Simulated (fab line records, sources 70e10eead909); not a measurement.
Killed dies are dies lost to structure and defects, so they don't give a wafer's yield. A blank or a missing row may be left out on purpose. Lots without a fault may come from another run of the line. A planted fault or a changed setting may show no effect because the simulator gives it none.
Chamber matching | flow nand_harc | NHARC_A_STAIRCASE_CMP_450 on cmp-01: 4 sister chambers
The step polishes SiO2, target thk 200 nm. 8 wafers are shown with their chamber, then 12 later ones without.

WAFERS WITH THEIR CHAMBER
wafer  | chamber | motor_current_A (A)
L080.1 | 3       | 12.6
L081.1 | 3       | 12.2
L081.3 | 2       | 10.8
L086.1 | 1       | 11.1
L086.6 | 1       | 10.9
L085.2 | 0       | 11.6
L085.3 | 2       | 10.8
L085.5 | 0       | 11.3

WAFERS WITHOUT THEIR CHAMBER
wafer  | motor_current_A (A)
L093.2 | 12.0
L093.3 | 11.3
L093.4 | 11.0
L093.1 | 11.6
L093.5 | 11.8
L093.6 | 11.7
L095.3 | 10.5
L095.4 | 11.1
L095.5 | 10.8
L097.2 | 11.1
L097.4 | 11.2
L097.6 | 10.7

WHICH CHAMBER EACH WENT THROUGH
wafer  | from the rows above          | in truth
L093.2 | can't be placed: 3 or 0      | 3
L093.3 | can't be placed: 0 or 1 or 2 | 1
L093.4 | can't be placed: 1 or 2      | 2
L093.1 | 0                            | 0
L093.5 | can't be placed: 0 or 3      | 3
L093.6 | 0                            | 0
L095.3 | can't be placed: 2 or 1      | 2
L095.4 | can't be placed: 1 or 2 or 0 | 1
L095.5 | can't be placed: 2 or 1      | 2
L097.2 | can't be placed: 1 or 2 or 0 | 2
L097.4 | can't be placed: 1 or 0 or 2 | 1
L097.6 | can't be placed: 2 or 1      | 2
Placed correctly: 2 of 12. Can't be placed from these rows: 10 (the true chamber is among the candidates in 10). Placed wrongly: 0.
How it was worked out, from the rows above alone: a wafer's distance from a chamber is the root of the sum, over the readings, of the square of ((its reading less the chamber's mean) divided by the reading's scatter). The wafer belongs to the nearest chamber; if the next one is less than 2 further off, it can't be placed. A chamber's mean is the mean of its shown wafers. The scatter: the root of (the sum of the squares of (reading less its chamber's mean) over the shown wafers, divided by (wafers less chambers)).
